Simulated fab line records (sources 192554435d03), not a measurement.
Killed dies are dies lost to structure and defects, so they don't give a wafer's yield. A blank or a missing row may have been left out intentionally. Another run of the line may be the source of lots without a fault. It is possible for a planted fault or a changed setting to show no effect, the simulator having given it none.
Split-lot trial | flow n5Finfet | 21 wafers read from 7 lots, route of 1938 steps

== ON THE SPLIT ==
At N5_BEOL_M1_ETCH_77 (etches underlayer in N2/H2, target depth 6.5 nm, time 5.2 s), the setting sourceW was moved away from the recipe's 840 W on 10 of the 21 wafers read, by -16.3% to +6.9%. For the rest of the wafers, this setting stayed at what the recipe calls for.

The reading comes from the split's own step.

== THE READING ==
rfVppV, in V, at N5_BEOL_M1_ETCH_77 (etches underlayer in N2/H2, target depth 6.5 nm, time 5.2 s). A value of 524.6 V with a standard deviation of 2 V is what fault-free wafers of this fab line usually give.

wafer  | tool, chamber at the split | sourceW as run, W | against the recipe | rfVppV, V | against lot-mates on the recipe
L077.1 | rieDiel-01, 1              | 747               | -11.1%             | 544.9     | +17.3
L077.3 | rieDiel-01, 2              | 747               | -11.1%             | 548.2     | +20.6
L077.5 | rieDiel-01, 2              | 840               | recipe             | 527.6     | -
L082.1 | rieDiel-01, 3              | 897.7             | +6.9%              | 510.2     | no lot-mate on the recipe
L082.3 | rieDiel-01, 1              | 897.7             | +6.9%              | 510.2     | no lot-mate on the recipe
L082.5 | rieDiel-01, 2              | 897.7             | +6.9%              | 515.4     | no lot-mate on the recipe
L087.2 | rieDiel-02, 1              | 840               | recipe             | 522.0     | -
L087.3 | rieDiel-02, 0              | 703.3             | -16.3%             | 554.4     | +31.1
L087.5 | rieDiel-02, 1              | 840               | recipe             | 524.6     | -
L092.3 | rieDiel-02, 2              | 840               | recipe             | 524.7     | -
L092.4 | rieDiel-02, 0              | 840               | recipe             | 525.2     | -
L092.6 | rieDiel-02, 1              | 840               | recipe             | 522.5     | -
L094.1 | rieDiel-05, 1              | 840               | recipe             | 525.0     | -
L094.3 | rieDiel-05, 3              | 840               | recipe             | 526.3     | -
L094.4 | rieDiel-05, 2              | 840               | recipe             | 524.8     | -
L095.1 | rieDiel-02, 1              | 840               | recipe             | 521.2     | -
L095.2 | rieDiel-02, 3              | 897               | +6.8%              | 512.2     | -9.0
L095.3 | rieDiel-02, 2              | 897               | +6.8%              | 513.1     | -8.1
L097.3 | rieDiel-01, 3              | 767               | -8.7%              | 536.3     | +9.1
L097.4 | rieDiel-01, 2              | 840               | recipe             | 527.2     | -
L097.6 | rieDiel-01, 1              | 767               | -8.7%              | 539.3     | +12.1

FIT RESULTS
A straight line over all 21 wafers: rfVppV changes by -1.82 V for each +1% of sourceW; r = -0.98; the points scatter about the line by 2.2 V.
The same after taking each lot's own level away (the mean of its wafers on the recipe; 18 wafers): -1.61 V for each +1%; r = -0.98; scatter 2.2 V.
The reading moves by 26 V for the largest change in sourceW, on that fit.
From 521.20 to 527.60 V: that is the span of the lots' own levels, equal to 3.2 times the standard deviation above.
Hence the slope depends on the lot-to-lot level, as the two fits are not the same.
Check: +24 V against its lot-mates is what the line predicts for one of the wafers moved furthest among these (-16.3%) when that wafer is left out of the fit. It came out at +31.1 V against them.
Tool readings at the split's step, against how far the setting was moved: etchRfOnTimeS r = -0.96; rfVppV r = -0.98.

== THESE WAFERS: OTHER SPLITS ==
Note: prior to the reading, these wafers also went through further splits. Each is held against what the fit with the lots' levels taken away leaves over:
other split on the same wafers | wafers away from the commonest value | r with rfVppV (lot level and that fit taken away)
N5_BEOL_M1_COAT_61 spinRpm     | 6                                    | -0.13

== THE WHOLE CHAIN: every reading that the file lists as answering this split, in the file's order ==
step               | what it does                                                | reading       | change (the file's fit)              | r (the file's)
N5_BEOL_M1_ETCH_77 | etches underlayer in N2/H2, target depth 6.5 nm, time 5.2 s | etchRfOnTimeS | withheld for each +1% of the setting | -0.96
N5_BEOL_M1_ETCH_77 | etches underlayer in N2/H2, target depth 6.5 nm, time 5.2 s | rfVppV        | -1.7 V for each +1% of the setting   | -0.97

== THE FILE'S OWN FIT ==
rfVppV changes by -1.7 V for each +1% of sourceW, r = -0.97.
